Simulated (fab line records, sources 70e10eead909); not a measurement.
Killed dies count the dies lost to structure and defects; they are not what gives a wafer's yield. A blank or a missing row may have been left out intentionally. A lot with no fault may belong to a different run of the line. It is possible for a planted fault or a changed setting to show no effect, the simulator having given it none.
8D (eight disciplines) problem report, filled in by code + flow nand_harc + the parts of the form that need people (team, actions taken, sign-off) are left out

== 1. PROBLEM STATEMENT ==
Mean of raw_defect_count at NHARC_P_GATE_INSPECT_68: 1564 across 3 wafers in 2 lots; on wafers with no fault it is 183 (standard deviation 55). Relative to the usual mean, that is a shift of +25 standard deviations.
Earliest sighting: wafer L732.3 on defect_inspect-01 at day 7 12:03. The record has a number at this step for 36 wafers belonging to 12 lots. The rule behind "out" and "out of limits": a value lying over 4 standard deviations away from the usual mean. Any other wafer with a number is counted as sound.

== 2. WHAT IT IS, AND WHAT IT ISN'T ==
| question                    | is                     | is not                                                                                 |
|-----------------------------|------------------------|----------------------------------------------------------------------------------------|
| which readings at this step | raw_defect_count       | -                                                                                      |
| which lots                  | L732, L734             | L723, L725, L726, L728, L729, L730, L731, L735, L743, L744                             |
| which wafers of those lots  | L732.3, L734.2, L734.5 | L732.2, L732.6, L734.4                                                                 |
| read on which gauges        | defect_inspect-01      | defect_inspect-02                                                                      |
| when                        | from day 7 12:03       | up to then (23 sound wafers); but 10 sound wafers of L734, L735, L743, L744 came after |

== 3. THE SUSPECTS, EACH WITH WHAT RULES IT OUT ==
Counting: any tool at a process step up to the reading remains a suspect provided it ran every lot that is out. Sound lots after the first of them don't rule it out here, since some wafers of a struck lot are sound.
- the gauge at NHARC_P_GATE_INSPECT_68 has been ruled out. All the wafers that are out were read on defect_inspect-01, but those of them that NHARC_END_SORT_01 has rows for are out there too, on other tools.
- rie_si-03 at NHARC_P_GATE_ETCH_32 (etches the open film in HBr/Cl2, target depth 150 nm, time 100.1 s): kept. It ran every lot that is out, first L732 (day 6 18:03); its last sound lot up to then is L731 (day 6 17:26).
- plasma_asher-02 at NHARC_P_GATE_STRIP_75 (strips in O2): kept. It ran every lot that is out, first L732 (day 7 06:14); its last sound lot up to then is L729 (day 6 12:31).
- plasma_asher-02 at NHARC_P_GATE_STRIP_76 (strips in O2): kept. It ran every lot that is out, first L732 (day 7 08:01); its last sound lot up to then is L731 (day 7 07:21).
- Within rie_si-03 at NHARC_P_GATE_ETCH_32: the wafers that are out ran in chamber 1; their sound lot-mates ran in chambers 0, 2, 3.
rie_si-03 at NHARC_P_GATE_ETCH_32, plasma_asher-02 at NHARC_P_GATE_STRIP_75 and plasma_asher-02 at NHARC_P_GATE_STRIP_76 are what is left after counting.

== 4. THE CAUSE (what the simulator had put in) ==
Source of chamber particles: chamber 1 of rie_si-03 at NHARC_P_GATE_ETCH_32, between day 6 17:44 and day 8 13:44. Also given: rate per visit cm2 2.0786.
Counting left 3 suspects, and this tool is among them.

== 5. THE EFFECT CHAIN, in route order ==
Each row: a reading where the mean over the struck wafers with a number is more than 3 standard deviations away from the usual. Only readings whose record carries a usual standard deviation are examined. hours: median over the lots of the time between each lot's start at the first step of this table that gives one and its start at this step. sigmas: the change, counted in usual standard deviations.
| hours | step                    | reading             | usual | on struck wafers | change | sigmas |
|-------|-------------------------|---------------------|-------|------------------|--------|--------|
| 0     | NHARC_P_GATE_INSPECT_68 | raw_defect_count    | 183   | 1564             | +1381  | +25    |
| 343   | NHARC_END_SORT_01       | killed_at_periphery | 3.7   | 53.3             | +49.6  | +20    |
| 343   | NHARC_END_SORT_01       | killed_dies         | 31    | 82               | +51    | +5.2   |

== 6. HOW IT WOULD HAVE BEEN CAUGHT EARLIER ==
The first out-of-limits reading at a measuring or inspecting step in this record came at day 7 12:03, 18 hours after the fault's start at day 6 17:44.
No tool reading at NHARC_P_GATE_ETCH_32 that has a usual standard deviation in the record was out on any struck wafer, so an alarm limit of 4 standard deviations on those readings would not have fired.
By day 7 12:03 the whole set of lots that are out, 2 in number, had already begun NHARC_P_GATE_ETCH_32 on rie_si-03. Holding the tool at that point would not have protected any of them.
